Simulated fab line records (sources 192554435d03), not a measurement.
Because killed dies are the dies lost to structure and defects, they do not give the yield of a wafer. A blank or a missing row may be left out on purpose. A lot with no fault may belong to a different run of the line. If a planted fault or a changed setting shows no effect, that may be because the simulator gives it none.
Which tool is to blame? / flow n5_finfet / 10 lots with 30 wafers sampled at 4 steps, on a route of 1938 steps

== WHAT EACH GAUGE READ, for each wafer ==
N5_BEOL_M4_INSPECT_59: inspects for defects (darkfield).
lot=L356; measured=day 8 09:46; on=defect_inspect-01; raw_defect_count=47 52 82
lot=L355; measured=day 8 18:52; on=defect_inspect-01; raw_defect_count=97 69 81
lot=L357; measured=day 8 23:15; on=defect_inspect-02; raw_defect_count=85 62 47
lot=L359; measured=day 9 06:32; on=defect_inspect-02; raw_defect_count=73 58 77
lot=L360; measured=day 9 19:10; on=defect_inspect-01; raw_defect_count=44 74 45
lot=L365; measured=day 11 06:16; on=defect_inspect-02; raw_defect_count=62 51 43
lot=L372; measured=day 12 22:36; on=defect_inspect-02; raw_defect_count=53 80 75
lot=L370; measured=day 13 03:55; on=defect_inspect-02; raw_defect_count=96 48 83
lot=L376; measured=day 14 18:59; on=defect_inspect-01; raw_defect_count=62 61 64
lot=L378; measured=day 15 04:50; on=defect_inspect-02; raw_defect_count=40 45 63

N5_BEOL_M5_CD_MEAS_11 targets a cd of 27.74 nm.
lot=L356; measured=day 8 12:16; on=cd_sem-03; cd_nm (nm)=28.48 27.93 28.31
lot=L355; measured=day 8 20:56; on=cd_sem-02; cd_nm (nm)=28.08 27.77 28.18
lot=L357; measured=day 9 02:44; on=cd_sem-03; cd_nm (nm)=27.84 28.02 28.00
lot=L359; measured=day 9 10:38; on=cd_sem-03; cd_nm (nm)=27.75 28.03 27.98
lot=L360; measured=day 9 22:11; on=cd_sem-03; cd_nm (nm)=27.47 27.95 27.38
lot=L365; measured=day 11 08:38; on=cd_sem-03; cd_nm (nm)=28.18 27.91 27.89
lot=L372; measured=day 13 01:16; on=cd_sem-01; cd_nm (nm)=26.38 27.21 26.52
lot=L370; measured=day 13 06:35; on=cd_sem-03; cd_nm (nm)=26.83 26.59 26.88
lot=L376; measured=day 14 21:47; on=cd_sem-03; cd_nm (nm)=27.73 27.80 27.80
lot=L378; measured=day 15 07:12; on=cd_sem-03; cd_nm (nm)=27.68 27.84 27.78

== EACH LOT AND THE TOOL THAT RAN IT (in order: tool; ch and the chambers of the sampled wafers; start) ==
lot=L356; N5_BEOL_M4_CO_CAP_55=cvd_co-02 ch 0,1,2, day 8 09:34; N5_BEOL_M5_EXPOSE_08=euv_scanner-01 ch 0, day 8 12:09
lot=L355; N5_BEOL_M4_CO_CAP_55=cvd_co-01 ch 0,2, day 8 18:39; N5_BEOL_M5_EXPOSE_08=euv_scanner-01 ch 0, day 8 20:49
lot=L357; N5_BEOL_M4_CO_CAP_55=cvd_co-02 ch 0,1,2, day 8 23:02; N5_BEOL_M5_EXPOSE_08=euv_scanner-02 ch 0, day 9 02:36
lot=L359; N5_BEOL_M4_CO_CAP_55=cvd_co-01 ch 0,1,2, day 9 06:19; N5_BEOL_M5_EXPOSE_08=euv_scanner-02 ch 0, day 9 10:31
lot=L360; N5_BEOL_M4_CO_CAP_55=cvd_co-02 ch 0,2, day 9 18:57; N5_BEOL_M5_EXPOSE_08=euv_scanner-02 ch 0, day 9 22:04
lot=L365; N5_BEOL_M4_CO_CAP_55=cvd_co-01 ch 0,1,2, day 11 06:03; N5_BEOL_M5_EXPOSE_08=euv_scanner-02 ch 0, day 11 08:30
lot=L372; N5_BEOL_M4_CO_CAP_55=cvd_co-02 ch 0,1,2, day 12 22:23; N5_BEOL_M5_EXPOSE_08=euv_scanner-01 ch 0, day 13 01:09
lot=L370; N5_BEOL_M4_CO_CAP_55=cvd_co-01 ch 0,2, day 13 03:42; N5_BEOL_M5_EXPOSE_08=euv_scanner-01 ch 0, day 13 06:28
lot=L376; N5_BEOL_M4_CO_CAP_55=cvd_co-01 ch 0,1,2, day 14 18:47; N5_BEOL_M5_EXPOSE_08=euv_scanner-02 ch 0, day 14 21:39
lot=L378; N5_BEOL_M4_CO_CAP_55=cvd_co-02 ch 1,2, day 15 04:38; N5_BEOL_M5_EXPOSE_08=euv_scanner-02 ch 0, day 15 07:04
- N5_BEOL_M4_CO_CAP_55: material Co, precursor CCTBA/H2, target thk 2 nm, time 102.1 s.
- N5_BEOL_M5_EXPOSE_08: exposes mask M5, target cd 28 nm.

== AS READ BY THE TOOLS THEMSELVES (means over the sampled wafers that have a number; for cases with no such wafer, the mark the record gives instead) ==
N5_BEOL_M4_CO_CAP_55.
lot=L356; tool=cvd_co-02; heater_power_w (W)=226
lot=L355; tool=cvd_co-01; heater_power_w (W)=240
lot=L357; tool=cvd_co-02; heater_power_w (W)=225
lot=L359; tool=cvd_co-01; heater_power_w (W)=241
lot=L360; tool=cvd_co-02; heater_power_w (W)=222
lot=L365; tool=cvd_co-01; heater_power_w (W)=244
lot=L372; tool=cvd_co-02; heater_power_w (W)=229
lot=L370; tool=cvd_co-01; heater_power_w (W)=239
lot=L376; tool=cvd_co-01; heater_power_w (W)=241
lot=L378; tool=cvd_co-02; heater_power_w (W)=233

N5_BEOL_M5_EXPOSE_08.
lot=L356 tool=euv_scanner-01 exposure_dose_mJ_cm2=35.70
lot=L355 tool=euv_scanner-01 exposure_dose_mJ_cm2=35.66
lot=L357 tool=euv_scanner-02 exposure_dose_mJ_cm2=35.66
lot=L359 tool=euv_scanner-02 exposure_dose_mJ_cm2=35.60
lot=L360 tool=euv_scanner-02 exposure_dose_mJ_cm2=35.62
lot=L365 tool=euv_scanner-02 exposure_dose_mJ_cm2=35.64
lot=L372 tool=euv_scanner-01 exposure_dose_mJ_cm2=33.67
lot=L370 tool=euv_scanner-01 exposure_dose_mJ_cm2=34.05
lot=L376 tool=euv_scanner-02 exposure_dose_mJ_cm2=35.58
lot=L378 tool=euv_scanner-02 exposure_dose_mJ_cm2=35.58

== THE ANSWER, worked out from the rows above alone ==
Rule: the lots themselves supply what counts as usual. The widest of any qualifying gaps counts: lots, ordered by their means at a reading, are off when they make up no more than a third of the lots, leave a main group of 4 or more, and stand apart from it by 3 or more times the standard deviation of that group's means. A main group is skipped when, at the precision printed for the reading in the tables above, its means are all equal. Also off: a lot with no number at a reading for which 4 or more lots have one. All remaining lots with rows at the step are treated as sound. The gauges are gone through in route order, then the tools' own readings, and for those a lot's mean is taken as printed above. At the first step where some lot is off, the reading lying furthest off is the one used; lots without a number count as furthest.
Off: L372, L370, at N5_BEOL_M5_CD_MEAS_11 (cd_nm). The main group: mean 27.91 nm, standard deviation 0.18.
A tool fits if, at a process step before that reading, it ran every lot that is off, and no sound lot after the first of them. Not tried: the gauges at N5_BEOL_M5_CD_MEAS_11; whatever is off there is also off at N5_BEOL_M5_EXPOSE_08, on other tools, and gauge error can't account for it. One fits: N5_BEOL_M5_EXPOSE_08 on euv_scanner-01. A fault onset in the window from L355 (day 8 20:49, its last sound lot) to L372 (day 13 01:09, its first lot off) fits.
The tool's own readings at N5_BEOL_M5_EXPOSE_08 bear it out: on the lots that are off they differ by more than 5 times the standard deviation of the sound lots' means. exposure_dose_mJ_cm2 reads 33.86 there against 35.63 on the sound lots.

== WHAT WAS PUT IN BY THE SIMULATOR ==
Drift in process parameters on euv_scanner-01 at N5_BEOL_M5_EXPOSE_08, starting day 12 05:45. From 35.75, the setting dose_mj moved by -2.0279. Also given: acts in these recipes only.
Shown lots that were struck: L372, L370. The rule above found the same.
